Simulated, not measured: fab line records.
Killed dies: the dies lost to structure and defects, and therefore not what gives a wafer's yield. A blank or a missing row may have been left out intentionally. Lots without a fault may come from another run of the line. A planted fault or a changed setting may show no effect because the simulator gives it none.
Chamber matching :: flow n5Finfet :: N5_HKMG_FIN_ALD_21 on aldMetal-04: 4 sister chambers
The step deposits TiN, target thk 1.5 nm, pulse time 1 s, purge time 3 s. 4 wafers are shown with their chamber, then 7 later ones without.

## WAFERS WITH THEIR CHAMBER
wafer: L085.1
chamber: 0
heaterPowerW (W): 958

wafer: L085.3
chamber: 1
heaterPowerW (W): 740

wafer: L090.3
chamber: 3
heaterPowerW (W): 947

wafer: L090.4
chamber: 2
heaterPowerW (W): 900

## WAFERS MISSING THEIR CHAMBER
wafer: L090.6
heaterPowerW (W): 966

wafer: L091.2
heaterPowerW (W): 1001

wafer: L091.3
heaterPowerW (W): 918

wafer: L091.5
heaterPowerW (W): 762

wafer: L096.4
heaterPowerW (W): 967

wafer: L096.5
heaterPowerW (W): 945

wafer: L096.6
heaterPowerW (W): 974

## THE CHAMBER EACH PASSED THROUGH
wafer: L090.6
from the rows above: can't be placed: 0 or 3
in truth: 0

wafer: L091.2
from the rows above: can't be placed: 0 or 3
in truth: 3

wafer: L091.3
from the rows above: can't be placed: 2 or 3 or 0
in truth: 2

wafer: L091.5
from the rows above: 1
in truth: 1

wafer: L096.4
from the rows above: can't be placed: 0 or 3
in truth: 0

wafer: L096.5
from the rows above: can't be placed: 3 or 0
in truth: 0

wafer: L096.6
from the rows above: can't be placed: 0 or 3
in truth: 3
Correctly placed: 1 of 7. Cannot be placed on the basis of these rows: 6; the candidates contain the true chamber in 6. Number placed wrongly: 0.
How it was worked out, from the rows above alone: a wafer's distance from a chamber is the root of the sum, over the readings, of the square of ((its reading less the chamber's mean) divided by the reading's scatter). The wafer belongs to the nearest chamber; if the next one is less than 2 further off, it can't be placed. The mean given for a chamber averages the wafers shown for that chamber. The scatter: with one shown wafer a chamber, the root of the mean of the squares of how far each hidden wafer lies from its nearest shown one.
